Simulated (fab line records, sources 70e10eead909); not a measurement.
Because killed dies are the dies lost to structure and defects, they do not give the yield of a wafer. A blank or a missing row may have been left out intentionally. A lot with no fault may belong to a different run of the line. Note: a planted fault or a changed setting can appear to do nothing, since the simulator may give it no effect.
A lot that was struck, set against a sound lot	flow nand harc	13 steps out of a route of 1302
Sound: these wafers, L750.2, L750.4, L750.6. Struck: wafer L743.4. At the end, the cause is stated.
Order at every step that has rows: each side's tool, ch and its chambers, its first start. Under that, the readings that differ: sound wafers	struck wafers	difference of the means	sigmas: that difference in standard deviations of wafers without a fault.
alike: readings whose means differ by less than 2 such deviations, and words and numbers that are the same on both sides. not compared: withheld readings, readings that some wafer has no value for, bounds like >300 that may hide the same value, and numbers for which the record gives no deviation and whose values overlap.
Wherever a step has rows on one side only, a row that says differs or no value, or a row with sigmas, the two part there. Numbers that have no deviation but don't overlap get no sigmas and don't part them. A reading missing from all wafers of one side parts the sides only when that side holds two or more wafers.

first, 10 steps without rows for these wafers: NHARC_A_STAIRCASE_SRD_241; NHARC_A_STAIRCASE_DEHYDRATE_242 (time 120 s); NHARC_A_STAIRCASE_HMDS_243 (time 30 s); NHARC_A_STAIRCASE_COAT_244; NHARC_A_STAIRCASE_SOFTBAKE_245 (time 170 s); NHARC_A_STAIRCASE_EBR_246; NHARC_A_STAIRCASE_EXPOSE_247 (exposes mask SDS 1); NHARC_A_STAIRCASE_PEB_248 (peb time 130 s); NHARC_A_STAIRCASE_DEVELOP_249 (time 140 s); NHARC_A_STAIRCASE_HARDBAKE_251 (time 140 s).
NHARC_A_STAIRCASE_DESCUM_252: chemistry O2, time 3 s.
  sound on rie diel-04 ch 0,1, day 22 01:21; struck on rie diel-04 ch 1, day 18 17:02
  alike: drypump motor current A, oes product au, rf vpp V, showerhead plenum p Torr, throttle valve pct
  not compared: rf hours counter h
NHARC_A_STAIRCASE_ETCH_253: etches the open film in C4F8/O2, target depth 50 nm, time 20.2 s.
  sound on rie diel-04 ch 0,2,3, day 22 01:26; struck on rie diel-04 ch 3, day 18 17:07
reading	sound	struck	difference	sigmas
run length s (s)	40.7 41.6 41.8	39.3	-2.1	-4
  alike: oes product au, rf vpp V
  not compared: rf hours counter h
NHARC_A_STAIRCASE_STRIP_254: strips in O2.
  sound on plasma asher-01 ch 0,1, day 22 01:31; struck on plasma asher-02 ch 1, day 18 17:17
reading	sound	struck	difference	sigmas
drypump motor current A (A)	5.7 5.7 5.2	4.8	-0.7	-2
  alike: heater power w
  not compared: rf hours counter h

WHERE THEY PART
At NHARC_A_STAIRCASE_ETCH_253 first; at NHARC_A_STAIRCASE_STRIP_254 last (within this record only).

WHY: what had been put in by the simulator
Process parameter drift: rie diel-04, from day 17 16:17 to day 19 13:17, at NHARC_A_STAIRCASE_ETCH_253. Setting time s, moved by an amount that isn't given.
